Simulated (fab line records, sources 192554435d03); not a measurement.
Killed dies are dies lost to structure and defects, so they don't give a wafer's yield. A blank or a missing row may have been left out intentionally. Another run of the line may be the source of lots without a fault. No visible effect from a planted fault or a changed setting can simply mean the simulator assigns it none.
Chamber matching + flow n5-finfet + N5_BEOL_M0_SAQP_PECVD_04 on pecvd-01: 3 sister chambers
The step deposits a-Si from SiH4/He, target thk 60 nm, time 60.2 s. 14 wafers are shown with their chamber, then 7 later ones without.

## WAFERS PAIRED WITH THEIR CHAMBERS
| wafer  | chamber | showerhead-plenum-p-Torr (Torr) | heater-power-w (W) | heater-power-outer-w (W) |
|--------|---------|---------------------------------|--------------------|--------------------------|
| L960.3 | 0       | 5.68                            | 812                | 488                      |
| L960.4 | 0       | 5.67                            | 816                | 469                      |
| L960.6 | 1       | 5.67                            | 793                | 499                      |
| L968.1 | 0       | 5.67                            | 692                | 421                      |
| L968.4 | 0       | 5.66                            | 725                | 419                      |
| L968.5 | 0       | 5.67                            | 700                | 422                      |
| L972.1 | 0       | 5.66                            | 797                | 469                      |
| L972.2 | 2       | 5.56                            | 586                | 336                      |
| L972.3 | 1       | 5.67                            | 683                | 413                      |
| L979.1 | 1       | 5.69                            | 752                | 475                      |
| L979.4 | 1       | 5.67                            | 772                | 475                      |
| L979.6 | 2       | 5.53                            | 611                | 369                      |
| L980.1 | 1       | 5.68                            | 682                | 400                      |
| L980.4 | 0       | 5.67                            | 774                | 463                      |

SIGNATURES (means of the wafers above)
| reading                  | chamber 0 | chamber 1 | chamber 2 | scatter within a chamber |
|--------------------------|-----------|-----------|-----------|--------------------------|
| showerhead-plenum-p-Torr | 5.6686    | 5.6760    | 5.5450    | 0.0098                   |
| heater-power-w           | 759.43    | 736.40    | 598.50    | 50.2                     |
| heater-power-outer-w     | 450.14    | 452.40    | 352.50    | 34.3                     |
Rule: for each reading, subtract the chamber's mean from the wafer's reading, divide by that reading's scatter and square the result; add these up over the readings and take the root, which gives the wafer's distance from the chamber. The wafer belongs to the nearest chamber; if the next one is less than 2 further off, it can't be placed. The scatter is the square root of a quotient: the sum, over the shown wafers, of each reading's squared deviation from its chamber's mean, divided by wafers minus chambers.

## WAFERS WITHOUT THEIR CHAMBER
| wafer  | showerhead-plenum-p-Torr (Torr) | heater-power-w (W) | heater-power-outer-w (W) |
|--------|---------------------------------|--------------------|--------------------------|
| L980.6 | 5.67                            | 680                | 416                      |
| L981.3 | 5.68                            | 784                | 454                      |
| L981.4 | 5.56                            | 668                | 393                      |
| L981.5 | 5.69                            | 712                | 431                      |
| L982.3 | 5.55                            | 697                | 404                      |
| L982.4 | 5.55                            | 674                | 409                      |
| L982.6 | 5.68                            | 800                | 487                      |

## WHICH CHAMBER EACH ONE RAN IN
| wafer  | from the rows above     | in truth |
|--------|-------------------------|----------|
| L980.6 | can't be placed: 1 or 0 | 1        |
| L981.3 | can't be placed: 1 or 0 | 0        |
| L981.4 | 2                       | 2        |
| L981.5 | can't be placed: 1 or 0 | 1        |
| L982.3 | 2                       | 2        |
| L982.4 | 2                       | 2        |
| L982.6 | can't be placed: 1 or 0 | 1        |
Correctly placed: 3 of 7. These rows do not allow placing 4 (true chamber among the candidates in 4). Placed wrongly: 0.
